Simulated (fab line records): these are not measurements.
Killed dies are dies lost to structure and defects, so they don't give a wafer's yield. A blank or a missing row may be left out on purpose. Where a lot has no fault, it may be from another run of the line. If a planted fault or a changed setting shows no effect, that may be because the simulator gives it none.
Chamber matching	flow nandHarc	NHARC_A_STAIRCASE_ETCHBACK_157 on rieDiel-10 has 4 sister chambers
The step etches the open film in CH3F/O2, target depth 90 nm, time 167.14 s. 4 wafers are shown with their chamber, then 7 later ones without.

== WAFERS PAIRED WITH THEIR CHAMBERS ==
wafer	chamber	showerheadPlenumPTorr (Torr)
L781.1	3	2.33
L795.2	2	2.29
L797.4	0	2.34
L797.5	1	2.46

== WAFERS MISSING THEIR CHAMBER ==
wafer	showerheadPlenumPTorr (Torr)
L797.6	2.66
L800.1	2.31
L800.2	2.45
L800.6	2.45
L801.3	2.31
L801.4	2.45
L801.5	2.45

== EACH ONE'S CHAMBER ==
wafer	from the rows above	in truth
L797.6	can't be placed: 1 or 0 or 3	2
L800.1	can't be placed: 2 or 3 or 0 or 1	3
L800.2	can't be placed: 1 or 0 or 3 or 2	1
L800.6	can't be placed: 1 or 0 or 3 or 2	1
L801.3	can't be placed: 2 or 3 or 0 or 1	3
L801.4	can't be placed: 1 or 0 or 3 or 2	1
L801.5	can't be placed: 1 or 0 or 3 or 2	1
Placed correctly: 0 of 7. Not placeable from these rows: 7 (in 6, the candidates include the true chamber). 0 placed wrongly.
How it was worked out, from the rows above alone: a wafer's distance from a chamber is the root of the sum, over the readings, of the square of ((its reading less the chamber's mean) divided by the reading's scatter). If the next closest chamber is less than 2 further off than the closest, the wafer can't be placed; otherwise it belongs to the closest. The mean given for a chamber averages the wafers shown for that chamber. The scatter: with one shown wafer a chamber, the root of the mean of the squares of how far each hidden wafer lies from its nearest shown one.
